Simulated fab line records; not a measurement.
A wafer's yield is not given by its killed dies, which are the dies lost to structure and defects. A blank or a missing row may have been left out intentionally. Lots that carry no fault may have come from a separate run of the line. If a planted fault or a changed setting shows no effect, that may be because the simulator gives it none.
A struck lot beside a sound one	flow n5_finfet	35 out of 1938 route steps
Sound: the wafers L109.1, L109.3, L109.4. Wafers struck: L107.2, L107.5, L107.6. At the end, the cause is stated.
At each step with rows: each side's tool, then ch and its chambers, then its first start. Under that, the readings that differ: sound wafers	struck wafers	difference of the means	sigmas: that difference in standard deviations of wafers without a fault.
alike: readings whose means differ by less than 2 such deviations, and words and numbers that are the same on both sides. not compared: withheld readings, readings that some wafer has no value for, bounds like >300 that may hide the same value, and numbers for which the record gives no deviation and whose values overlap.
The two part at a step that has a row with sigmas, a row that says differs or no value, or rows on one side only. Non-overlapping numbers with no deviation appear without sigmas and do not part them. A reading that every wafer of one side lacks parts them only if that side has two wafers or more.

first, 10 steps without rows for these wafers: N5_BEOL_M1_STRIP_36 (strips in N2/H2); N5_BEOL_M1_TRENCH_ETCH_37 (etches SiOC in C4F6/O2, target depth 55.207 nm, time 29 s); N5_BEOL_M1_ETCH_41 (etches SiCN in CH3F/O2, target depth 31.9 nm, time 57.8 s); N5_BEOL_M1_STRIP_97 (strips in N2/H2, time 10 s); N5_BEOL_M1_HM_STRIP_39 (strips TiN in peroxide tin strip, target depth 25 nm, time 158 s); N5_BEOL_M1_SRD_40 (time 30 s); N5_BEOL_M1_PRECLEAN_42 (cleans in residue remover, time 60 s); N5_BEOL_M1_SRD_43 (time 30 s); N5_BEOL_M1_DEGAS_44 (time 60 s); N5_BEOL_M1_PRE_CLEAN_45 (time 30 s).
N5_BEOL_M1_ALD_84: deposits TaN, pulse time 2 s, purge time 3 s, co reactant purge time 2 s.
  sound on ald_metal-04 ch 1,2,3, day 9 19:55; struck on ald_metal-02 ch 0,3, day 9 08:31
  no value came back on the struck wafers for any of 5 readings (ald_cycles, chamber_pressure_Torr (Torr) and others); on the sound wafers ald_cycles reads 30 30 30
then, 21 steps without rows for these wafers: N5_BEOL_M1_SURFACE_TREAT_85; N5_BEOL_M1_CVD_47 (deposits Co from CCTBA/H2, target thk 3 nm, time 223.8 s); N5_BEOL_M1_SPUTTER_48 (material Cu, target thk 4.5 nm, time 8.29 s); N5_BEOL_M1_ANNEAL_49 (time 240 s); N5_BEOL_M1_SPUTTER_79 (material Cu, target thk 4.5 nm, time 8.29 s); N5_BEOL_M1_ANNEAL_80 (time 240 s); N5_BEOL_M1_SPUTTER_81 (material Cu, target thk 4.5 nm, time 8.29 s); N5_BEOL_M1_ANNEAL_82 (time 240 s); N5_BEOL_M1_SPUTTER_86 (material Cu, target thk 4.5 nm, time 8.29 s); N5_BEOL_M1_ANNEAL_87 (time 240 s); N5_BEOL_M1_SPUTTER_88 (material Cu, target thk 4.5 nm, time 8.29 s); N5_BEOL_M1_ANNEAL_89 (time 240 s); N5_BEOL_M1_SPUTTER_90 (material Cu, target thk 4.5 nm, time 8.29 s); N5_BEOL_M1_ANNEAL_91 (time 240 s); N5_BEOL_M1_SPUTTER_92 (material Cu, target thk 4.5 nm, time 8.29 s); N5_BEOL_M1_ANNEAL_93 (time 240 s); N5_BEOL_M1_SPUTTER_94 (material Cu, target thk 4.5 nm, time 8.29 s); N5_BEOL_M1_ANNEAL_95 (time 240 s); N5_BEOL_M1_SPUTTER_96 (material Cu, target thk 4.5 nm, time 8.29 s); N5_BEOL_M1_ECD_50 (material Cu, target thk 300 nm); N5_BEOL_M1_ANNEAL_51 (time 90 s).
N5_BEOL_M1_CMP_52: polishes, stops on SiOC, t overpolish 6.8 s, target thk 40 nm.
  sound on cmp-04 ch 0,1,3, day 10 00:49; struck on cmp-02 ch 0,1,2, day 9 11:22
reading	sound	struck	difference	sigmas
barrier_field_endpoint_s (s)	24.1 24.6 24.2	21.5 22.2 22.3	-2.3	-3
  alike: motor_current_A
N5_BEOL_M4_RC_MEAS_101:
  the record has rows for the sound wafers here (prober-02 ch 0, day 11 04:02) and none for the struck ones
-- record jumps: 6 days separate the struck wafers' starts on either side; left off in module BEOL_M4, taken up again in module PASSIVATION, whose first shown step is the route's number 1936 --
N5_PASSIVATION_PROBE_49:
  record: rows for the struck wafers here (prober-02, day 15 11:23), none for the sound ones

## WHERE THEY PART
First at N5_BEOL_M1_ALD_84; last, within this record, at N5_PASSIVATION_PROBE_49.

WHY: what had been put in by the simulator
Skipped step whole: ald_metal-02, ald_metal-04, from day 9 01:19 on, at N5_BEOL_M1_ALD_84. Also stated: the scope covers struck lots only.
